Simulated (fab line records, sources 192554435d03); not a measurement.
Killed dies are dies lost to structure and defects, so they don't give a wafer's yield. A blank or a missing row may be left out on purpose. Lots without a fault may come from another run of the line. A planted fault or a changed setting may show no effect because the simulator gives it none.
Chamber matching | flow n5_finfet | N5_BEOL_M4_ETCH_69 on rie_diel-01: 4 sister chambers
The step etches SiARC in CF4, target depth 15.6 nm, time 26 s. 4 wafers are shown with their chamber, then 7 later ones without.

WAFERS WITH THEIR CHAMBER
wafer  | chamber | showerhead_plenum_p_Torr (Torr)
L084.2 | 3       | 2.21
L085.4 | 2       | 2.12
L087.1 | 1       | 2.17
L087.4 | 0       | 2.03

WAFERS WITHOUT THEIR CHAMBER
wafer  | showerhead_plenum_p_Torr (Torr)
L087.6 | 2.17
L092.2 | 2.11
L092.4 | 2.21
L092.5 | 2.03
L095.1 | 2.17
L095.3 | 2.03
L095.6 | 2.21

WHICH CHAMBER EACH WENT THROUGH
wafer  | from the rows above | in truth
L087.6 | 1                   | 1
L092.2 | 2                   | 2
L092.4 | 3                   | 3
L092.5 | 0                   | 0
L095.1 | 1                   | 1
L095.3 | 0                   | 0
L095.6 | 3                   | 3
Placed correctly: 7 of 7. Can't be placed from these rows: 0. Placed wrongly: 0.
How it was worked out, from the rows above alone: a wafer's distance from a chamber is the root of the sum, over the readings, of the square of ((its reading less the chamber's mean) divided by the reading's scatter). The wafer belongs to the nearest chamber; if the next one is less than 2 further off, it can't be placed. A chamber's mean is the mean of its shown wafers. The scatter: with one shown wafer a chamber, the root of the mean of the squares of how far each hidden wafer lies from its nearest shown one.
